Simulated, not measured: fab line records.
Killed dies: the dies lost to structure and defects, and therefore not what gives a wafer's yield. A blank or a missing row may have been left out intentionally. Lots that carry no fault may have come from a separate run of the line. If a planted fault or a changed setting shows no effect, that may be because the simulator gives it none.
Which tool is to blame?	flow n5 finfet	11 lots, 27 wafers sampled, at 4 steps of a route of 1938

## WHAT EACH GAUGE READ, for each wafer
N5_BEOL_M7_CD_MEAS_28: target cd 40 nm. Usual: cd nm 40.00 nm, standard deviation 0.23.
lot	measured	on	cd nm (nm)	flag
L160	day 8 22:31	cd sem-01	40.33 39.82	
L161	day 9 09:41	cd sem-03	39.77 40.06 39.61	
L162	day 10 07:38	cd sem-01	39.90 39.84	
L165	day 10 12:16	cd sem-02	40.57 40.01 39.76	
L164	day 11 21:56	cd sem-03	39.84 39.90 39.66	
L169	day 12 03:00	cd sem-01	39.50 39.96	
L172	day 12 18:29	cd sem-03	40.32 40.42	
L174	day 13 06:20	cd sem-01	41.90 41.08 41.41	OFF
L173	day 13 12:37	cd sem-03	41.39 41.04 41.06	OFF
L177	day 14 14:10	cd sem-01	40.15 39.89	
L179	day 15 03:53	cd sem-03	40.07 40.02	

## WHICH TOOL RAN EACH LOT (tool, then ch and the chambers of the sampled wafers, then the start)
lot	N5_BEOL_M7_DESCUM_16	N5_BEOL_M7_STRIP_67	N5_BEOL_M7_EXPOSE_25
L160	rie diel-02 ch 0,1, day 8 18:34	rie diel-02 ch 0,1, day 8 18:48	euv scanner-01 ch 0, day 8 22:24
L161	rie diel-01 ch 0,1,3, day 9 08:11	rie diel-01 ch 0,1,3, day 9 08:26	euv scanner-02 ch 0, day 9 09:34
L162	rie diel-02 ch 0,1, day 10 04:27	rie diel-02 ch 0,1, day 10 04:41	euv scanner-01 ch 0, day 10 07:30
L165	rie diel-02 ch 1,3, day 10 09:04	rie diel-02 ch 1,3, day 10 09:19	euv scanner-02 ch 0, day 10 12:09
L164	rie diel-01 ch 0,1,2, day 11 19:59	rie diel-01 ch 0,1,2, day 11 20:13	euv scanner-02 ch 0, day 11 21:48
L169	rie diel-02 ch 0,1, day 11 23:50	rie diel-02 ch 0,1, day 12 00:04	euv scanner-02 ch 0, day 12 02:54
L172	rie diel-03 ch 0,1, day 12 15:26	rie diel-03 ch 0,1, day 12 15:40	euv scanner-01 ch 0, day 12 18:21
L174	rie diel-01 ch 0,1,3, day 13 02:29	rie diel-01 ch 0,1,3, day 13 02:43	euv scanner-01 ch 0, day 13 06:11
L173	rie diel-02 ch 0,3, day 13 11:22	rie diel-02 ch 0,3, day 13 11:36	euv scanner-01 ch 0, day 13 12:29
L177	rie diel-02 ch 1,2, day 14 13:17	rie diel-02 ch 1,2, day 14 13:31	euv scanner-02 ch 0, day 14 14:02
L179	rie diel-02 ch 1,3, day 15 01:23	rie diel-02 ch 1,3, day 15 01:37	euv scanner-02 ch 0, day 15 03:45
- N5_BEOL_M7_DESCUM_16: chemistry O2, time 7.9 s.
- N5_BEOL_M7_STRIP_67: strips in CF4.
- N5_BEOL_M7_EXPOSE_25: exposes mask V6, target cd 40 nm.

## WHAT THE TOOLS THEMSELVES READ (means of the sampled wafers that have a number; where no wafer has one, the mark that the record gives instead)
N5_BEOL_M7_DESCUM_16. Usual: drypump motor current A 6.0 A, standard deviation 0.37; oes product au 0.80 a.u., standard deviation 0.094; rf vpp V 242.9 V, standard deviation 1.4; showerhead plenum p Torr 2.08 Torr, standard deviation 0.066; throttle valve pct 20.39 %, standard deviation 0.3.
lot	tool	drypump motor current A (A)	oes product au (a.u.)	rf vpp V (V)	showerhead plenum p Torr (Torr)	throttle valve pct (%)	flag
L160	rie diel-02	6.2	0.81	243.2	2.08	20.54	
L161	rie diel-01	6.1	0.85	243.2	2.07	20.26	
L162	rie diel-02	6.2	0.79	243.2	2.08	20.56	
L165	rie diel-02	5.7	0.73	241.4	2.00	20.67	
L164	rie diel-01	6.1	0.83	242.6	2.10	20.35	
L169	rie diel-02	6.2	0.79	242.1	2.08	20.57	
L172	rie diel-03	5.5	0.83	242.6	2.07	20.34	
L174	rie diel-01	6.0	0.82	243.0	2.06	20.30	
L173	rie diel-02	6.4	0.80	242.4	2.08	20.17	
L177	rie diel-02	5.8	0.81	242.6	2.10	20.70	
L179	rie diel-02	5.8	0.70	240.9	1.98	20.59	

N5_BEOL_M7_STRIP_67. Usual: cf4 flow sccm 149.9 sccm, standard deviation 0.4; drypump motor current A 6.0 A, standard deviation 0.37; oes product au 0.80 a.u., standard deviation 0.086; rf vpp V 270.9 V, standard deviation 1.6; showerhead plenum p Torr 1.79 Torr, standard deviation 0.058; throttle valve pct 13.62 %, standard deviation 0.26.
lot	tool	cf4 flow sccm (sccm)	drypump motor current A (A)	oes product au (a.u.)	rf vpp V (V)	showerhead plenum p Torr (Torr)	throttle valve pct (%)	flag
L160	rie diel-02	150.1	6.2	0.80	270.1	1.78	13.61	
L161	rie diel-01	149.8	6.0	0.85	270.6	1.80	13.55	
L162	rie diel-02	149.4	6.2	0.79	270.4	1.78	13.63	
L165	rie diel-02	150.1	5.7	0.74	269.6	1.73	13.87	
L164	rie diel-01	150.0	6.1	0.83	271.4	1.82	13.58	
L169	rie diel-02	149.8	6.2	0.77	269.3	1.77	13.66	
L172	rie diel-03	149.4	5.5	0.84	270.6	1.77	13.45	
L174	rie diel-01	149.9	6.0	0.81	270.6	1.79	13.60	
L173	rie diel-02	149.8	6.4	0.79	270.6	1.79	13.41	
L177	rie diel-02	149.7	5.7	0.80	270.9	1.82	13.88	
L179	rie diel-02	150.1	5.8	0.71	269.4	1.72	13.86	

N5_BEOL_M7_EXPOSE_25. Usual: exposure dose mJ cm2 42.45, standard deviation 0.059; reticle temp C 23.01 C, standard deviation 0.11.
lot	tool	exposure dose mJ cm2	reticle temp C (C)	flag
L160	euv scanner-01	42.44	23.10	
L161	euv scanner-02	42.48	22.99	
L162	euv scanner-01	42.41	23.05	
L165	euv scanner-02	42.56	23.08	
L164	euv scanner-02	42.54	22.92	
L169	euv scanner-02	42.42	23.05	
L172	euv scanner-01	42.42	22.98	
L174	euv scanner-01	44.90	22.98	OFF
L173	euv scanner-01	44.33	23.02	OFF
L177	euv scanner-02	42.52	23.12	
L179	euv scanner-02	42.52	22.93	

## THE ANSWER, worked out from the rows above alone
Rule: lot off if the mean of its wafers having a number is beyond 3 standard deviations from the usual mean. A lot without any number at a reading at which 4 lots or more have one is off too. Any other lot the step has rows for is counted as sound. After the gauges, taken in route order, come the tools' own readings; for these a lot's mean is taken, as printed above. The first step at which some lot is off is used, and at that step the reading that is off furthest; a lot without a number counts as furthest.
Off, at N5_BEOL_M7_CD_MEAS_28 on cd nm: L174, L173.
A tool fits if, at a process step before that reading, it ran every lot that is off, and no sound lot after the first of them. The gauges at N5_BEOL_M7_CD_MEAS_28 aren't tried: what is off there is off at N5_BEOL_M7_EXPOSE_25 too, on other tools, and a gauge's error can't cause that. One fits: N5_BEOL_M7_EXPOSE_25 on euv scanner-01. A fault onset in the window from L172 (day 12 18:21, its last sound lot) to L174 (day 13 06:11, its first lot off) fits.
On the lots that are off, the tool's own readings at N5_BEOL_M7_EXPOSE_25 differ by more than 5 times the standard deviation of the sound lots' means, which bears it out; exposure dose mJ cm2 reads 44.61 there versus 42.48 on the sound lots.

## WHAT HAD BEEN PUT IN BY THE SIMULATOR
Process parameter drift: euv scanner-01, from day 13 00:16 on, at N5_BEOL_M7_EXPOSE_25. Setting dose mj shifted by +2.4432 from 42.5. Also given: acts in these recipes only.
Struck lots among those shown: L174, L173. The rule above reached the same finding.
